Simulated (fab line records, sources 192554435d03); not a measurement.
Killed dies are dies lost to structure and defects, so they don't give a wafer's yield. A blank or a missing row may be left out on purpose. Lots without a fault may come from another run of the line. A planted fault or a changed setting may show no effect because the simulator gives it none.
fab line records | flow n5_finfet | part 2 of 2: steps 20 to 28 of 28
record lots=5 wafers=15 last_day=17
route steps=1938 shown BEOL_M6@1238 BEOL_M7@1263
lots that met no fault: from a run of the same line without faults
start_h: hours from the record's first day to the start of the lot's first wafer shown | wait_h: hours since the lot's step before | " the same as in the row above | L1.1+2: a row that stands for several wafers | - no value, or no start given | * or withheld: withheld | < > ~ a bound
route shown NAME@n: a module of which the file shows steps, and the number in the route of the first | usual: mean/standard deviation of fault-free wafers | same: alike in all rows | chamber/n: place in a boat | sites: the reading at each site | _std_site: their standard deviation | _edge_site: outer sites' mean less inner sites' | radius_mm: how far each site lies from the wafer's centre | mask NAME#n: copy n | behind: the tool/chamber that last shaped the wafer | hold: why the lot was held/for how many hours/how that ended | device: the transistor (n, p or np) that didn't switch | end of line: the same wafers' tests at the end of the route | a step without rows: its recipe alone | killed: dies lost to structure and defects at the first sort, not the wafer's yield | map: a wafer's dies, x killed, . not, _ none there
set.NAME: the setting as run; set.NAME@STEP: as run at that earlier step | model.NAME: the simulator's own value behind a step, which no gauge read
lots at some steps of the route; a table a step, a row a wafer
services: from which hour (start_h, from the record's first day; less than 0 if before it) a tool's chamber was out of use, for how many hours, and why
## steps
# step N5_BEOL_M6_CMP_52
# recipe stop_on=SiCOH_lowk t_overpolish_s=6.9 down_force_psi=1 platen_rpm=50 clearing_platen_down_force_psi=1.5 clearing_platen_rpm=50 post_cmp_clean=cu_alkaline target_thk_nm=80 clearing_platen_pad_velocity_m_s=0.99484 pad_velocity_m_s=0.99484
# usual barrier_field_endpoint_s=28.8/0.58 motor_current_A=6.0/0.6 overpolish_run_s=6.900/0.0089 retaining_ring_pressure_frac=1.000/0.0054 slurry_filter_dp_kPa=13.50/0.14 time_to_endpoint_s=63/3.1
# columns lot.wafer tool chamber start_h wait_h barrier_field_endpoint_s motor_current_A overpolish_run_s retaining_ring_pressure_frac slurry_filter_dp_kPa time_to_endpoint_s
L081.3 cmp-03 3 229.88 0.2 28.5 6.1 6.894 1.013 13.43 66
L081.4 " 0 " " 28.8 5.5 6.902 1.001 13.63 67
L081.5 " 2 " " 28.7 6.5 6.904 1.001 13.68 64
L086.1 cmp-04 2 256.90 0.3 28.3 7.4 6.900 1.008 13.33 61
L086.4 " 3 " " 29.4 5.9 6.899 1.001 13.43 62
L086.3 " 0 " " 29.0 5.6 6.905 0.995 13.47 66
L089.2 cmp-04 0 275.23 0.2 28.7 5.6 6.923 0.998 13.62 59
L089.4 " 1 " " 28.3 5.1 6.900 1.004 13.50 58
L089.5 " 3 " " 28.4 5.7 6.917 0.997 13.49 58
L094.1 cmp-02 3 306.24 0.3 28.5 6.5 6.897 0.989 13.41 61
L094.3 " 1 " " 28.2 6.5 6.883 0.996 13.43 60
L094.5 " 3 " " 27.9 6.3 6.896 0.996 13.56 60
L097.1 cmp-02 3 328.46 0.3 28.5 6.5 6.902 0.997 13.40 59
L097.2 " 0 " " 28.1 5.9 6.889 0.995 13.49 64
L097.6 " 2 " " 28.2 5.5 6.903 1.002 13.30 62
# step N5_BEOL_M6_THK_MEAS_53
# recipe thk_meas_gauge=xrf reads=Cu_of_BEOL_M6_ECD_50
# usual M6_THK=81.5/1.8
# columns lot.wafer tool chamber start_h wait_h M6_THK[nm]
L081.3 film_metro-02 - 230.10 - 81.4
L081.4 " - " " 79.9
L081.5 " - " " 82.5
L086.1 film_metro-02 - 257.16 - 84.1
L086.3 " - " " 81.4
L086.4 " - " " 80.5
L089.2 film_metro-02 - 275.49 - 82.3
L089.4 " - " " 79.1
L089.5 " - " " 82.4
L094.1 film_metro-01 - 306.53 - 80.6
L094.3 " - " " 79.4
L094.5 " - " " 82.6
L097.1 film_metro-02 - 328.67 - 79.4
L097.2 " - " " 84.3
L097.6 " - " " 82.5
# step N5_BEOL_M6_PRE_CLEAN_55
# recipe gas=NH3 time_s=15 temp_c=withheld rf_power_w=300
# columns lot.wafer tool chamber start_h wait_h
L081.3+4+5 pecvd-02 0,1,1 230.14 0.0
L086.1+3+4 pecvd-02 2,0,2 257.20 0.0
L089.2+4+5 pecvd-01 1,2,1 275.54 0.0
L094.1+3+5 pecvd-04 0,1,1 306.57 0.0
L097.1+2+6 pecvd-01 2,1,2 328.71 0.0
# step N5_BEOL_M6_DEP_56
# recipe material=SiCN target_thk_a=100 temp_c=withheld precursor=3MS/NH3 pressure_torr=3 rf_w=202 time_s=17.5
# usual showerhead_plenum_p_Torr=3.668/0.0096 throttle_valve_pct=9.0/0.53
# columns lot.wafer tool chamber start_h wait_h showerhead_plenum_p_Torr throttle_valve_pct
L081.3 pecvd-02 0 230.19 0.0 3.652 9.4
L081.4 " 1 " " 3.666 9.7
L081.5 " 1 " " 3.668 9.9
L086.1 pecvd-02 2 257.22 0.0 3.647 8.0
L086.3 " 0 " " 3.652 9.6
L086.4 " 2 " " 3.656 8.1
L089.2 pecvd-01 1 275.57 0.0 3.677 8.9
L089.4 " 2 " " 3.684 8.7
L089.5 " 1 " " 3.679 9.3
L094.1 pecvd-04 0 306.60 0.0 3.665 8.9
L094.3 " 1 " " 3.678 9.3
L094.5 " 1 " " 3.668 9.6
L097.1 pecvd-01 2 328.74 0.0 3.682 8.7
L097.2 " 1 " " 3.685 9.0
L097.6 " 2 " " 3.675 8.7
# step N5_BEOL_M6_RS_MEAS_57
# recipe thk_meas_gauge=four-point-probe reads=Cu_of_BEOL_M6_ECD_50+Co_of_BEOL_M6_CVD_78+TaN_of_BEOL_M6_ALD_77
# usual M6_RS=0.287/0.0071
# columns lot.wafer tool chamber start_h wait_h M6_RS[ohm/sq]
L081.3 film_metro-01 - 230.26 0.1 0.286
L081.4 " - " " 0.294
L081.5 " - " " 0.283
L086.1 film_metro-01 - 257.29 0.1 0.277
L086.3 " - " " 0.288
L086.4 " - " " 0.292
L089.2 film_metro-02 - 275.64 0.1 0.281
L089.4 " - " " 0.293
L089.5 " - " " 0.280
L094.1 film_metro-01 - 306.66 0.1 0.288
L094.3 " - " " 0.293
L094.5 " - " " 0.280
L097.1 film_metro-01 - 328.81 0.1 0.295
L097.2 " - " " 0.276
L097.6 " - " " 0.283
# step N5_BEOL_M6_INSPECT_58
# recipe inspect_instrument=darkfield mode=post_dep
# usual raw_defect_count=67/21
# columns lot.wafer tool chamber start_h wait_h raw_defect_count
L081.3 defect_inspect-02 - 230.28 0.0 65
L081.4 " - " " 32
L081.5 " - " " 50
L086.1 defect_inspect-01 - 257.32 0.0 65
L086.3 " - " " 38
L086.4 " - " " 52
L089.2 defect_inspect-01 - 275.66 0.0 76
L089.4 " - " " 32
L089.5 " - " " 35
L094.1 defect_inspect-02 - 306.69 0.0 99
L094.3 " - " " 76
L094.5 " - " " 62
L097.1 defect_inspect-02 - 328.83 0.0 79
L097.2 " - " " 69
L097.6 " - " " 46
# step N5_BEOL_M7_ILD_DEP_00
# recipe material=SiCOH_lowk target_thk_a=1797.5 temp_c=300 precursor=DEMS/porogen pressure_torr=5 rf_w=500 time_s=33.4
# usual heater_power_w=320/61 showerhead_plenum_p_Torr=5.747/0.012 throttle_valve_pct=13.6/0.55
# columns lot.wafer tool chamber start_h wait_h heater_power_w showerhead_plenum_p_Torr throttle_valve_pct
L081.3 pecvd-03 2 230.32 0.0 352 5.755 14.2
L081.4 " 1 " " 417 5.735 13.8
L081.5 " 0 " " 373 5.733 12.1
L086.1 pecvd-01 1 257.35 0.0 263 5.759 13.5
L086.3 " 2 " " 342 5.751 13.4
L086.4 " 0 " " 288 5.745 13.5
L089.2 pecvd-01 1 275.70 0.0 272 5.749 13.8
L089.4 " 1 " " 274 5.759 14.0
L089.5 " 0 " " 292 5.743 13.8
L094.1 pecvd-03 0 306.73 0.0 356 5.744 12.2
L094.3 " 2 " " 387 5.759 14.2
L094.5 " 1 " " 436 5.724 14.3
L097.1 pecvd-01 0 328.87 0.0 273 5.760 13.6
L097.2 " 2 " " 336 5.775 13.4
L097.6 " 2 " " 338 5.763 13.5
# step N5_BEOL_M7_CURE_74
# recipe temp_c=385 time_s=240 ambient=He/Ar material=SiCOH_lowk
# usual lamp_power_pct=52.31/0.052 wafer_temp_C_max=386.9/0.59
# columns lot.wafer tool chamber start_h wait_h lamp_power_pct wafer_temp_C_max
L081.3 uv_cure-01 1 230.54 0.2 52.20 387.5
L081.4 " 1 " " 52.32 386.9
L081.5 " 1 " " 52.21 387.3
L086.1 uv_cure-01 1 257.45 0.1 52.36 387.8
L086.3 " 1 " " 52.38 387.2
L086.4 " 1 " " 52.26 387.0
L089.2 uv_cure-02 1 275.84 0.1 52.27 387.6
L089.4 " 1 " " 52.28 387.5
L089.5 " 1 " " 52.36 387.7
L094.1 uv_cure-01 2 306.79 0.0 52.34 386.3
L094.3 " 2 " " 52.28 386.2
L094.5 " 2 " " 52.25 386.4
L097.1 uv_cure-02 1 328.93 0.0 52.26 387.8
L097.2 " 1 " " 52.34 387.1
L097.6 " 1 " " 52.33 387.2
# step N5_BEOL_M7_THK_MEAS_01
# recipe reads=SiCOH_lowk_of_BEOL_M7_ILD_DEP_00
# usual M7_ILD_THK=155.1/1.8
# columns lot.wafer tool chamber start_h wait_h M7_ILD_THK[nm]
L081.3 film_metro-02 - 230.90 0.3 157.0
L081.4 " - " " 157.9
L081.5 " - " " 158.5
L086.1 film_metro-02 - 257.96 0.4 150.9
L086.3 " - " " 154.1
L086.4 " - " " 154.8
L089.2 film_metro-02 - 276.27 0.4 155.1
L089.4 " - " " 157.0
L089.5 " - " " 156.2
L094.1 film_metro-02 - 307.31 0.4 155.3
L094.3 " - " " 153.1
L094.5 " - " " 155.3
L097.1 film_metro-02 - 329.93 0.8 151.3
L097.2 " - " " 154.7
L097.6 " - " " 154.6
## services
# columns tool chamber start_h hours kind
uv_cure-02 - 203.98 4.5 repair
cvd_co-02 - 209.17 1.3 repair
rie_diel-04 1 217.32 5.2 repair
cmp-04 - 217.47 0.5 repair
ecd_cu-02 - 225.25 2.6 repair
pecvd-01 2 232.62 4.2 repair
uv_cure-03 - 241.21 7.5 pm
rie_diel-06 1 242.35 55.8 repair
cmp-02 - 246.20 5.2 pm
cvd_co-01 - 247.06 14.6 pm
cmp-04 - 257.09 2.7 pm
ald_metal-04 - 257.14 8.7 pm
pecvd-02 0 261.04 21.4 repair
rie_diel-04 0 265.68 8.2 repair
ecd_cu-02 - 268.52 3.8 repair
uv_cure-01 - 271.31 6.6 repair
rie_diel-06 2 272.24 7.4 repair
cvd_co-01 - 283.11 0.4 repair
uv_cure-01 - 287.85 6.0 pm
rtp_anneal-01 - 299.43 6.0 pm
uv_cure-02 - 301.07 24.9 pm
rie_diel-04 2 302.97 9.8 repair
ecd_cu-02 - 320.61 0.3 repair
pecvd-02 - 323.95 1.9 repair
